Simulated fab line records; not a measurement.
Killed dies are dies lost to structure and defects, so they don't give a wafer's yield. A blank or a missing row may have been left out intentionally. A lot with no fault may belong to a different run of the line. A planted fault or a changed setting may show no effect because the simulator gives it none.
Split-lot trial -- flow n5Finfet -- 21 wafers read across 7 lots, on a route 1938 steps long

== THE SPLIT ITSELF ==
At N5_FIN_SAQP_ETCH_65 (etches SiO2 in CF4, target depth 4 nm, time 4.4 s), the setting timeS was moved away from the recipe's 4.4 s on 9 of the 21 wafers read, by -16.0% to +12.8%. This setting was run at the recipe's value on the other wafers.

The reading is taken at the split's own step.

== THE READING ==
etch.depthNm (the simulator's own value, which no gauge read), in nm, at N5_FIN_SAQP_ETCH_65 (etches SiO2 in CF4, target depth 4 nm, time 4.4 s). There is no usual value for it anywhere in the file. Average 3.997 nm, standard deviation 0.041 nm, over the 12 wafers here run with the recipe.

wafer,"tool, chamber at the split","timeS as run, s",against the recipe,"etch.depthNm, nm",against lot-mates on the recipe
L075.1,"rieSi-03, 3",4.965,+12.8%,4.421,+0.448
L075.2,"rieSi-03, 2",4.4,recipe,3.973,-
L075.4,"rieSi-03, 1",4.965,+12.8%,4.403,+0.430
L080.3,"rieSi-06, 0",4.4,recipe,3.992,-
L080.5,"rieSi-06, 1",4.4,recipe,3.988,-
L080.6,"rieSi-06, 2",4.4,recipe,4.048,-
L082.1,"rieSi-06, 3",3.99,-9.3%,3.643,no lot-mate on the recipe
L082.3,"rieSi-06, 1",3.99,-9.3%,3.606,no lot-mate on the recipe
L082.4,"rieSi-06, 2",3.99,-9.3%,3.654,no lot-mate on the recipe
L084.2,"rieSi-06, 0",4.4,recipe,3.992,-
L084.3,"rieSi-06, 1",3.695,-16.0%,3.341,-0.653
L084.4,"rieSi-06, 2",4.4,recipe,3.996,-
L091.1,"rieSi-06, 2",4.703,+6.9%,4.312,no lot-mate on the recipe
L091.3,"rieSi-06, 3",4.703,+6.9%,4.342,no lot-mate on the recipe
L091.6,"rieSi-06, 3",4.703,+6.9%,4.326,no lot-mate on the recipe
L092.1,"rieSi-03, 1",4.4,recipe,3.938,-
L092.5,"rieSi-03, 1",4.4,recipe,3.969,-
L092.6,"rieSi-03, 2",4.4,recipe,3.956,-
L095.3,"rieSi-06, 1",4.4,recipe,4.068,-
L095.4,"rieSi-06, 0",4.4,recipe,3.972,-
L095.6,"rieSi-06, 1",4.4,recipe,4.07,-

FIT RESULTS
A straight line over all 21 wafers: etch.depthNm changes by +0.0385 nm for each +1% of timeS; r = +0.98; the points scatter about the line by 0.051 nm.
The same after taking each lot's own level away (the mean of its wafers on the recipe; 15 wafers): +0.0372 nm for each +1%; r = +0.99; scatter 0.033 nm.
On that fit, the largest move of timeS shifts the reading by 0.6 nm.
Measured against the standard deviation above, the lots' own levels, which go from 3.9543 to 4.0367 nm, span 2.0 times it.
The two slopes agree, so the slope changes little with the lot-to-lot level.
Check: with one of the wafers moved furthest among these (-16.0%) left out of the fit, the line predicts -0.548 nm for it against its lot-mates. It came out at -0.653 nm against them.

== ADDITIONAL SPLITS CARRIED BY THESE WAFERS ==
Before the reading, these wafers also passed through other splits. Each is held against what the fit with the lots' levels taken away leaves over:
other split on the same wafers,wafers away from the commonest value,r with etch.depthNm (lot level and that fit taken away)
N5_WELL_APT_EXPOSE_05 doseMj,4,+0.13
N5_PMOS_HMC_CHANNEL_EPI_PEB_07 pebTempC,4,-0.29
N5_PMOS_HMC_CHANNEL_EPI_ETCH_32 biasW,5,-0.12
N5_FIN_SAQP_SPACER1_ALD_24 aldCycles,5,+0.40

== FILE'S OWN FIT ==
etch.depthNm changes by +0.0382 nm for each +1% of timeS, r = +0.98.
